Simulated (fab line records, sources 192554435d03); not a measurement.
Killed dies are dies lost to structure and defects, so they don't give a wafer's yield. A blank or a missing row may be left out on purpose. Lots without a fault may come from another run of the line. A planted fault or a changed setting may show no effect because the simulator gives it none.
fab line records | flow n5_finfet | part 2 of 2: steps 7 to 7 of 7
record lots=7 wafers=21 last_day=19
route steps=1938 shown BEOL_M4@1111 BEOL_M5@1160 BEOL_M15@1830 PASSIVATION@1936
lots that met no fault: from a run of the same line without faults
start_h: hours from the record's first day to the start of the lot's first wafer shown | wait_h: hours since the lot's step before | " the same as in the row above | L1.1+2: a row that stands for several wafers | - no value, or no start given | * or withheld: withheld | < > ~ a bound
route shown NAME@n: a module of which the file shows steps, and the number in the route of the first | usual: mean/standard deviation of fault-free wafers | same: alike in all rows | chamber/n: place in a boat | sites: the reading at each site | _std_site: their standard deviation | _edge_site: outer sites' mean less inner sites' | radius_mm: how far each site lies from the wafer's centre | mask NAME#n: copy n | behind: the tool/chamber that last shaped the wafer | hold: why the lot was held/for how many hours/how that ended | device: the transistor (n, p or np) that didn't switch | end of line: the same wafers' tests at the end of the route | a step without rows: its recipe alone | killed: dies lost to structure and defects at the first sort, not the wafer's yield | map: a wafer's dies, x killed, . not, _ none there
set.NAME: the setting as run; set.NAME@STEP: as run at that earlier step | model.NAME: the simulator's own value behind a step, which no gauge read
steps of the route over a sample of lots; a table a step, a row a wafer
services: from which hour (start_h, from the record's first day; less than 0 if before it) a tool's chamber was out of use, for how many hours, and why
## steps
# step N5_PASSIVATION_PROBE_49
# usual defect_limited_yield=91.3/1.7 killed_at_M0_to_M3=33/9.9 killed_at_M4_up=14/6.4 killed_at_contacts=12/7 killed_at_front_end=41/13 killed_at_other=3.1/2.9 killed_dies=103/20 killed_open=67/14 killed_short=34/9.4 sort_bin_4_leakage=0.03/0.24 sort_bin_5_function=5.1/1.1 sort_bin_6_memory=3.2/0.79 sort_n_pass=1077/21 sort_yield_pct=91.2/1.7
# same gross_dies=1180 killed_at_back_side=0 sort_bin_8_speed[%]=0
# columns lot.wafer tool chamber start_h wait_h defect_limited_yield[%] killed_at_M0_to_M3 killed_at_M4_up killed_at_contacts killed_at_front_end killed_at_other killed_dies killed_open killed_short sort_bin_4_leakage[%] sort_bin_5_function[%] sort_bin_6_memory[%] sort_n_pass sort_yield_pct[%]
L873.2 prober-02 - 302.92 0.1 81.9 38 136 3 36 1 214 50 34 10.93 3.7 3.1 966 81.9
L873.5 prober-02 - 303.07 0.2 91.3 33 14 5 50 1 103 67 36 0 5.2 3.2 1077 91.3
L873.6 prober-02 - 303.12 0.3 92.2 26 13 15 36 2 92 53 37 0 4.2 3.3 1088 92.2
L878.1 prober-01 - 345.45 0.0 91.5 17 29 13 37 4 100 71 25 2.46 5.2 2.7 1051 89.1
L878.2 prober-01 - 345.50 0.1 86.5 46 29 29 53 2 159 123 34 0 8.4 4.9 1021 86.5
L878.6 prober-01 - 345.70 0.3 90.8 32 25 21 25 6 109 74 28 0 5.4 3.2 1071 90.8
L882.1 prober-02 - 395.11 0.0 92.4 32 10 14 34 0 90 44 42 0 4.4 2.6 1090 92.4
L882.2 prober-02 - 395.16 0.1 92.3 27 4 16 39 5 91 47 38 0 4.8 2.6 1089 92.3
L882.5 prober-02 - 395.31 0.2 90.8 19 9 29 51 0 108 64 43 0 6.3 2.5 1072 90.8
L886.1 prober-01 - 431.59 0.0 93.2 25 12 7 33 3 80 57 23 0 3.4 3.0 1100 93.2
L886.4 prober-01 - 431.74 0.2 92.6 18 12 14 41 2 87 62 25 0 4.3 2.8 1093 92.6
L886.5 prober-01 - 431.79 0.2 91.4 33 20 11 35 2 101 76 25 0 4.7 3.6 1079 91.4
L888.2 prober-01 - 437.73 0.1 92.0 21 13 7 53 0 94 68 26 0 4.3 3.6 1086 92.0
L888.5 prober-01 - 437.88 0.2 89.8 37 8 11 60 4 120 85 34 0 6.2 3.8 1060 89.8
L888.6 prober-01 - 437.93 0.3 87.3 64 15 12 57 2 150 97 50 0 7.8 4.8 1030 87.3
L889.1 prober-02 - 461.80 0.0 91.0 34 22 5 40 5 106 68 32 0 5.5 2.8 1074 91.0
L889.3 prober-02 - 461.90 0.1 91.0 20 22 4 53 7 106 80 23 0 4.3 4.4 1074 91.0
L889.6 prober-02 - 462.05 0.3 90.8 40 21 8 33 7 109 74 31 0 4.7 4.1 1071 90.8
L887.2 prober-01 - 467.45 0.1 89.1 25 24 6 73 1 129 89 40 0 6.7 3.7 1051 89.1
L887.3 prober-01 - 467.50 0.1 90.3 36 29 7 42 0 114 92 21 0 6.4 3.1 1066 90.3
L887.6 prober-01 - 467.65 0.3 89.8 43 19 5 53 0 120 92 28 0 5.8 4.1 1060 89.8
# killed by level:class
L873.2 M5:area_ald=129 FIN_SAQP:geometric_particle:short=12 BEOL_M1:geometric_particle:open=10 BEOL_M3:geometric_particle:open=8 FIN_SAQP:geometric_particle:open=6 STI_FIN_REVEAL:geometric_particle:open=6 BEOL_M0_SAQP:geometric_particle:short=5 BEOL_M0_SAQP:geometric_particle:open=4
L873.5 FIN_SAQP:geometric_particle:short=17 FIN_SAQP:geometric_particle:open=11 BEOL_M1:geometric_particle:open=10 BEOL_M2:geometric_particle:open=7 BEOL_M3:geometric_particle:open=6 STI_FIN_REVEAL:geometric_particle:open=5 BEOL_M4:geometric_particle:open=4 STARTING-WAFER:geometric_particle:open=4
L873.6 FIN_SAQP:geometric_particle:short=14 MOL_CONTACT_COAG:geometric_particle:open=12 BEOL_M3:geometric_particle:open=6 BEOL_M2:geometric_particle:open=6 BEOL_M6:geometric_particle:open=6 STI_FIN_REVEAL:geometric_particle:open=4 BEOL_M1:geometric_particle:open=4 BEOL_M0_SAQP:geometric_particle:short=3
L878.1 BEOL_M4:geometric_particle:open=12 DUMMY_GATE:geometric_particle:open=7 MOL_CONTACT_COAG:geometric_particle:open=7 FIN_SAQP:geometric_particle:open=6 MOL_CONTACT_COAG:geometric_particle:short=5 BEOL_M2:geometric_particle:open=5 BEOL_M7:geometric_particle:open=5 DUMMY_GATE:geometric_particle:short=4
L878.2 MOL_CONTACT_COAG:geometric_particle:open=24 BEOL_M4:geometric_particle:open=16 BEOL_M1:geometric_particle:open=16 FIN_SAQP:geometric_particle:open=12 BEOL_M3:geometric_particle:open=12 STI_FIN_REVEAL:geometric_particle:open=9 DUMMY_GATE:geometric_particle:open=7 MOL_CONTACT_COAG:geometric_particle:short=5
L878.6 MOL_CONTACT_COAG:geometric_particle:open=17 BEOL_M4:geometric_particle:open=10 BEOL_M3:geometric_particle:open=9 BEOL_M2:geometric_particle:open=7 FIN_SAQP:geometric_particle:short=5 FIN_SAQP:geometric_particle:open=5 BEOL_M3:geometric_particle:short=5 DUMMY_GATE:geometric_particle:open=4
L882.1 BEOL_M0_SAQP:geometric_particle:short=13 FIN_SAQP:geometric_particle:short=12 MOL_CONTACT_COAG:geometric_particle:open=11 BEOL_M2:geometric_particle:open=8 GATE_CUT:geometric_particle:short=4 BEOL_M0_SAQP:geometric_particle:open=4 FIN_SAQP:geometric_particle:open=3 MOL_CONTACT_COAG:geometric_particle:short=3
L882.2 FIN_SAQP:geometric_particle:short=11 FIN_SAQP:geometric_particle:open=9 MOL_CONTACT_COAG:geometric_particle:open=9 BEOL_M3:geometric_particle:open=8 GATE_CUT:geometric_particle:short=7 MOL_CONTACT_COAG:geometric_particle:short=7 BEOL_M1:geometric_particle:open=5 GATE_CUT:geometric_particle:open=4
L882.5 MOL_CONTACT_COAG:geometric_particle:open=24 FIN_SAQP:geometric_particle:short=16 FIN_SAQP:geometric_particle:open=13 BEOL_M0_SAQP:geometric_particle:open=6 GATE_CUT:geometric_particle:short=5 MOL_CONTACT_COAG:geometric_particle:short=5 STI_FIN_REVEAL:geometric_particle:open=4 BEOL_M0_SAQP:geometric_particle:short=4
L886.1 STI_FIN_REVEAL:geometric_particle:open=9 BEOL_M4:geometric_particle:open=9 BEOL_M2:geometric_particle:open=8 MOL_CONTACT_COAG:geometric_particle:open=6 STARTING-WAFER:geometric_particle:short=5 GATE_CUT:geometric_particle:open=4 FIN_SAQP:geometric_particle:open=3 BEOL_M0:geometric_particle:open=3
L886.4 MOL_CONTACT_COAG:geometric_particle:open=11 STI_FIN_REVEAL:geometric_particle:open=10 DUMMY_GATE:geometric_particle:open=9 BEOL_M2:geometric_particle:open=6 GATE_CUT:geometric_particle:short=5 FIN_SAQP:geometric_particle:open=4 BEOL_M4:geometric_particle:open=4 STARTING-WAFER:geometric_particle:short=4
L886.5 BEOL_M4:geometric_particle:open=16 MOL_CONTACT_COAG:geometric_particle:open=11 BEOL_M1:geometric_particle:open=8 STI_FIN_REVEAL:geometric_particle:open=7 BEOL_M2:geometric_particle:open=7 FIN_SAQP:geometric_particle:open=6 FIN_SAQP:geometric_particle:short=4 DUMMY_GATE:geometric_particle:open=3
L888.2 STI_FIN_REVEAL:geometric_particle:open=10 FIN_SAQP:geometric_particle:short=9 FIN_SAQP:geometric_particle:open=9 MOL_CONTACT_COAG:geometric_particle:open=7 BEOL_M0_SAQP:geometric_particle:open=7 DUMMY_GATE:geometric_particle:open=6 BEOL_M0_SAQP:geometric_particle:short=4 STARTING-WAFER:geometric_particle:short=3
L888.5 STI_FIN_REVEAL:geometric_particle:open=27 BEOL_M0_SAQP:geometric_particle:short=15 MOL_CONTACT_COAG:geometric_particle:open=10 STARTING-WAFER:geometric_particle:open=8 BEOL_M0_SAQP:geometric_particle:open=7 FIN_SAQP:geometric_particle:short=6 BEOL_M0:geometric_particle:open=6 FIN_SAQP:geometric_particle:open=5
L888.6 BEOL_M0_SAQP:geometric_particle:short=23 BEOL_M0_SAQP:geometric_particle:open=20 STI_FIN_REVEAL:geometric_particle:open=17 FIN_SAQP:geometric_particle:open=14 BEOL_M2:geometric_particle:open=11 MOL_CONTACT_COAG:geometric_particle:open=10 FIN_SAQP:geometric_particle:short=8 BEOL_M5:geometric_particle:open=6
L889.1 BEOL_M3:geometric_particle:open=11 BEOL_M4:geometric_particle:open=11 STI_FIN_REVEAL:geometric_particle:open=8 BEOL_M0_SAQP:geometric_particle:short=7 BEOL_M0_SAQP:geometric_particle:open=7 FIN_SAQP:geometric_particle:short=5 HKMG_FIN:area_etch=5 FIN_SAQP:geometric_particle:open=4
L889.3 FIN_SAQP:geometric_particle:open=24 STI_FIN_REVEAL:geometric_particle:open=12 BEOL_M4:geometric_particle:open=7 FIN_SAQP:geometric_particle:short=6 BEOL_M0_SAQP:geometric_particle:open=6 BEOL_M2:geometric_particle:open=6 GATE_CUT:geometric_particle:short=4 MOL_CONTACT_COAG:geometric_particle:open=4
L889.6 BEOL_M0_SAQP:geometric_particle:open=16 STI_FIN_REVEAL:geometric_particle:open=10 BEOL_M4:geometric_particle:open=9 FIN_SAQP:geometric_particle:open=6 BEOL_M1:geometric_particle:open=6 MOL_CONTACT_COAG:geometric_particle:open=6 BEOL_M2:geometric_particle:open=5 BEOL_M3:geometric_particle:open=5
L887.2 STI_FIN_REVEAL:geometric_particle:open=42 BEOL_M4:geometric_particle:open=12 STI_FIN_REVEAL:geometric_particle:short=7 GATE_CUT:geometric_particle:short=7 MOL_CONTACT_COAG:geometric_particle:open=6 BEOL_M1:geometric_particle:open=6 BEOL_M4:geometric_particle:short=6 BEOL_M5:geometric_particle:open=6
L887.3 STI_FIN_REVEAL:geometric_particle:open=24 BEOL_M3:geometric_particle:open=10 BEOL_M4:geometric_particle:open=10 BEOL_M5:geometric_particle:open=9 BEOL_M1:geometric_particle:open=7 MOL_CONTACT_COAG:geometric_particle:open=5 BEOL_M3:geometric_particle:short=5 BEOL_M6:geometric_particle:open=5
L887.6 STI_FIN_REVEAL:geometric_particle:open=31 BEOL_M0_SAQP:geometric_particle:open=14 BEOL_M4:geometric_particle:open=11 BEOL_M3:geometric_particle:open=10 BEOL_M0_SAQP:geometric_particle:short=8 STI_FIN_REVEAL:geometric_particle:short=4 BEOL_M3:geometric_particle:short=4 BEOL_M5:geometric_particle:open=4
## services
# columns tool chamber start_h hours kind
rie_diel-06 3 235.37 2.3 repair
rie_diel-06 0 244.91 - clean
rie_diel-06 0 244.91 - consumable_replace:focus_ring
rie_diel-06 0 244.91 17.9 scheduled_down
rie_diel-06 0 244.91 17.9 vent_cycle
pvd_sputter-02 - 269.38 29.2 repair
ald_metal-01 - 279.78 14.6 pm
ald_metal-03 2 292.55 14.3 repair
rie_diel-06 1 295.74 3.9 repair
ald_metal-01 - 303.83 14.1 repair
rie_diel-06 1 303.97 8.4 repair
ald_metal-03 - 336.07 2.0 repair
ald_metal-01 - 337.41 14.0 pm
ald_metal-01 0 337.41 14.0 vent_cycle
ald_metal-01 1 337.41 14.0 vent_cycle
ald_metal-01 2 337.41 14.0 vent_cycle
ald_metal-01 3 337.41 14.0 vent_cycle
rie_diel-06 0 337.93 3.2 repair
rie_diel-04 3 342.35 3.4 repair
rie_diel-02 0 344.87 - clean
rie_diel-02 0 344.87 - consumable_replace:focus_ring
rie_diel-02 0 344.87 15.9 scheduled_down
rie_diel-02 0 344.87 15.9 vent_cycle
rie_diel-02 3 347.28 2.8 repair
## key
first_sign step=N5_BEOL_M5_ALD_86 reading=ald_cycles direction=down sigmas=99+ usual=* struck=*
effect step=N5_BEOL_M15_RC_MEAS_101 reading=COMB_M5 direction=up sigmas=48 usual=3.6e-11 struck=4.18e-10
effect step=N5_PASSIVATION_PROBE_49 reading=sort_bin_4_leakage direction=up sigmas=45 usual=0.03 struck=10.93
more_kills_born_at N5_BEOL_M5_ALD_86@ald_metal-03=129
met_at N5_BEOL_M5_ALD_86
struck_lots L873
struck_wafers L873.2
not_acting_at N5_BEOL_M5_TRENCH_ETCH_37,N5_BEOL_M5_ETCH_41,N5_BEOL_M5_ANNEAL_49
fault kind=process_parameter_drift tool=ald_metal-03 chamber=2 onset_h=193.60 steps=N5_BEOL_M5_ALD_86 channel=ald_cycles offset=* shape=step end_h=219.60 acts_in=* stated=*
